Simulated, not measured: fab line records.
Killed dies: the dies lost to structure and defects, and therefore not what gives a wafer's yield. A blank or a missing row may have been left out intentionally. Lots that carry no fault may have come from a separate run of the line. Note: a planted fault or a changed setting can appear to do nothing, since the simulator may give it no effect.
Which of the tools did it? | flow nand_harc | 13 lots, 39 wafers sampled, at 5 steps of a route of 1159

== WHAT EACH GAUGE READ, for each wafer ==
NHARC_END_SORT_01. Usual: killed_at_array 29, standard deviation 9.4; killed_at_other 0.7, standard deviation 1.3; killed_at_periphery 2.9, standard deviation 2.1; killed_dies 32, standard deviation 9; killed_open 3.3, standard deviation 1.8; killed_short 1.9, standard deviation 1.4.
lot  | measured     | on        | killed_at_array | killed_at_other | killed_at_periphery | killed_dies | killed_open | killed_short | flag
L853 | day 22 15:31 | prober-02 | 110 72 137      | 0 0 0           | 1 1 0               | 111 73 137  | 4 2 5       | 2 1 1        | OFF
L856 | day 24 05:20 | prober-02 | 135 144 143     | 0 0 2           | 3 0 1               | 138 144 146 | 2 0 1       | 3 1 1        | OFF

== WHICH TOOL RAN EACH LOT (tool, then ch and the chambers of the sampled wafers, then the start) ==
lot  | NHARC_A_STAIRCASE_ETCH_232         | NHARC_THIN_TSV_STRIP_62              | NHARC_THIN_TSV_DEGAS_49      | NHARC_THIN_TSV_PRE_CLEAN_54
L842 | rie_diel-08 ch 2,3, day 11 06:12   | plasma_asher-01 ch 0,1, day 19 17:01 | pvd_sputter-03, day 19 17:10 | pvd_sputter-03, day 19 19:16
L843 | rie_diel-08 ch 0,3, day 12 00:31   | plasma_asher-02 ch 0,1, day 20 01:38 | pvd_sputter-03, day 20 01:47 | pvd_sputter-02, day 20 03:52
L846 | rie_diel-13 ch 1,2,3, day 12 04:59 | plasma_asher-02 ch 0,1, day 20 02:23 | pvd_sputter-02, day 20 02:34 | pvd_sputter-02, day 20 04:38
L844 | rie_diel-08 ch 2,3, day 12 05:16   | plasma_asher-01 ch 0,1, day 19 19:12 | pvd_sputter-01, day 19 19:21 | pvd_sputter-03, day 19 21:25
L845 | rie_diel-09 ch 1,2,3, day 12 06:02 | plasma_asher-02 ch 0,1, day 20 19:38 | pvd_sputter-03, day 20 19:45 | pvd_sputter-01, day 20 21:52
L849 | rie_diel-08 ch 0,1,3, day 12 16:04 | plasma_asher-01 ch 0,1, day 20 18:11 | pvd_sputter-02, day 20 18:22 | pvd_sputter-02, day 20 20:25
L853 | rie_diel-13 ch 0,1,2, day 14 19:34 | plasma_asher-01 ch 0,1, day 21 18:58 | pvd_sputter-03, day 21 19:07 | pvd_sputter-02, day 21 21:11
L857 | rie_diel-09 ch 1,2,3, day 14 20:06 | plasma_asher-02 ch 0,1, day 22 21:01 | pvd_sputter-03, day 22 21:13 | pvd_sputter-02, day 22 23:25
L856 | rie_diel-13 ch 1,3, day 15 02:20   | plasma_asher-01 ch 0,1, day 23 10:00 | pvd_sputter-01, day 23 10:08 | pvd_sputter-01, day 23 12:12
L859 | rie_diel-09 ch 2,3, day 15 03:06   | plasma_asher-01 ch 0,1, day 23 05:13 | pvd_sputter-03, day 23 05:21 | pvd_sputter-02, day 23 07:25
L860 | rie_diel-09 ch 0,1,3, day 15 13:55 | plasma_asher-01 ch 0,1, day 23 12:05 | pvd_sputter-02, day 23 12:15 | pvd_sputter-01, day 23 14:23
L864 | rie_diel-08 ch 1,2,3, day 16 10:45 | plasma_asher-02 ch 0, day 23 18:43   | pvd_sputter-02, day 23 18:52 | pvd_sputter-02, day 23 20:56
L865 | rie_diel-08 ch 0,1,3, day 17 08:10 | plasma_asher-01 ch 0,1, day 24 15:08 | pvd_sputter-02, day 24 15:19 | pvd_sputter-03, day 24 17:24
- NHARC_A_STAIRCASE_ETCH_232: etches the open film in C4F8/O2, target depth 100 nm, time 40.5 s.
- NHARC_THIN_TSV_STRIP_62: strips in N2/H2, time 20 s.
- NHARC_THIN_TSV_DEGAS_49: time 120 s.
- NHARC_THIN_TSV_PRE_CLEAN_54: time 30 s.

== AS READ BY THE TOOLS THEMSELVES (means over the sampled wafers that have a number; for cases with no such wafer, the mark the record gives instead) ==
NHARC_A_STAIRCASE_ETCH_232. Usual: oes_product_au 0.942 a.u., standard deviation 0.012; rf_vpp_V 896 V, standard deviation 4.6.
lot  | tool        | oes_product_au (a.u.) | rf_vpp_V (V) | flag
L842 | rie_diel-08 | 0.946                 | 894          |
L843 | rie_diel-08 | 0.939                 | 894          |
L846 | rie_diel-13 | 0.933                 | 897          |
L844 | rie_diel-08 | 0.935                 | 894          |
L845 | rie_diel-09 | 0.945                 | 898          |
L849 | rie_diel-08 | 0.950                 | 892          |
L853 | rie_diel-13 | 0.958                 | 898          |
L857 | rie_diel-09 | 0.931                 | 898          |
L856 | rie_diel-13 | 0.935                 | 898          |
L859 | rie_diel-09 | 0.942                 | 899          |
L860 | rie_diel-09 | 0.943                 | 893          |
L864 | rie_diel-08 | 0.946                 | 892          |
L865 | rie_diel-08 | 0.943                 | 892          |

NHARC_THIN_TSV_STRIP_62. Usual: drypump_motor_current_A 5.86 A, standard deviation 0.25; heater_power_w 298 W, standard deviation 9.6.
lot  | tool            | drypump_motor_current_A (A) | heater_power_w (W) | flag
L842 | plasma_asher-01 | 5.81                        | 306                |
L843 | plasma_asher-02 | 6.12                        | 301                |
L846 | plasma_asher-02 | 6.12                        | 300                |
L844 | plasma_asher-01 | 5.82                        | 305                |
L845 | plasma_asher-02 | 6.12                        | 303                |
L849 | plasma_asher-01 | 5.81                        | 296                |
L853 | plasma_asher-01 | 5.82                        | 289                |
L857 | plasma_asher-02 | 6.11                        | 295                |
L856 | plasma_asher-01 | 5.82                        | 288                |
L859 | plasma_asher-01 | 5.67                        | 296                |
L860 | plasma_asher-01 | 5.82                        | 292                |
L864 | plasma_asher-02 | 5.87                        | 311                |
L865 | plasma_asher-01 | 5.67                        | 296                |

NHARC_THIN_TSV_DEGAS_49. Usual: heater_power_w reads 491 W (standard deviation 71).
lot  | tool           | heater_power_w (W) | flag
L842 | pvd_sputter-03 | 500                |
L843 | pvd_sputter-03 | 464                |
L846 | pvd_sputter-02 | 471                |
L844 | pvd_sputter-01 | 501                |
L845 | pvd_sputter-03 | 433                |
L849 | pvd_sputter-02 | 483                |
L853 | pvd_sputter-03 | 522                |
L857 | pvd_sputter-03 | 464                |
L856 | pvd_sputter-01 | 457                |
L859 | pvd_sputter-03 | 490                |
L860 | pvd_sputter-02 | 519                |
L864 | pvd_sputter-02 | 452                |
L865 | pvd_sputter-02 | 440                |

NHARC_THIN_TSV_PRE_CLEAN_54. Usual: heater_power_w reads 432 W (standard deviation 66).
lot  | tool           | heater_power_w (W) | flag
L842 | pvd_sputter-03 | 420                |
L843 | pvd_sputter-02 | 387                |
L846 | pvd_sputter-02 | 530                |
L844 | pvd_sputter-03 | 437                |
L845 | pvd_sputter-01 | 436                |
L849 | pvd_sputter-02 | 474                |
L853 | pvd_sputter-02 | 384                |
L857 | pvd_sputter-02 | 390                |
L856 | pvd_sputter-01 | 394                |
L859 | pvd_sputter-02 | 390                |
L860 | pvd_sputter-01 | 450                |
L864 | pvd_sputter-02 | 393                |
L865 | pvd_sputter-03 | 430                |

== THE ANSWER, worked out from the rows above alone ==
Rule: lot off if the mean of its wafers having a number is beyond 3 standard deviations from the usual mean. Also off: a lot with no number at a reading for which 4 or more lots have one. All remaining lots with rows at the step are treated as sound. Order of review: gauges by route order, followed by the tools' own readings, for which a lot's mean as printed above is used. At the first step where some lot is off, the reading lying furthest off is the one used; lots without a number count as furthest.
Off at NHARC_END_SORT_01 (killed_dies): L853, L856. Neither off nor sound, because the step has no rows for them: L842, L843, L846, L844, L845, L849, L857, L859, L860, L864, L865.
A tool fits if, at a process step before that reading, it ran every lot that is off, and no sound lot after the first of them. Gauges at NHARC_END_SORT_01: tried the same way as those tools. Can't be told from this: 3 tools fit, rie_diel-13 at NHARC_A_STAIRCASE_ETCH_232, plasma_asher-01 at NHARC_THIN_TSV_STRIP_62, prober-02 at NHARC_END_SORT_01.

== WHAT HAD BEEN PUT IN BY THE SIMULATOR ==
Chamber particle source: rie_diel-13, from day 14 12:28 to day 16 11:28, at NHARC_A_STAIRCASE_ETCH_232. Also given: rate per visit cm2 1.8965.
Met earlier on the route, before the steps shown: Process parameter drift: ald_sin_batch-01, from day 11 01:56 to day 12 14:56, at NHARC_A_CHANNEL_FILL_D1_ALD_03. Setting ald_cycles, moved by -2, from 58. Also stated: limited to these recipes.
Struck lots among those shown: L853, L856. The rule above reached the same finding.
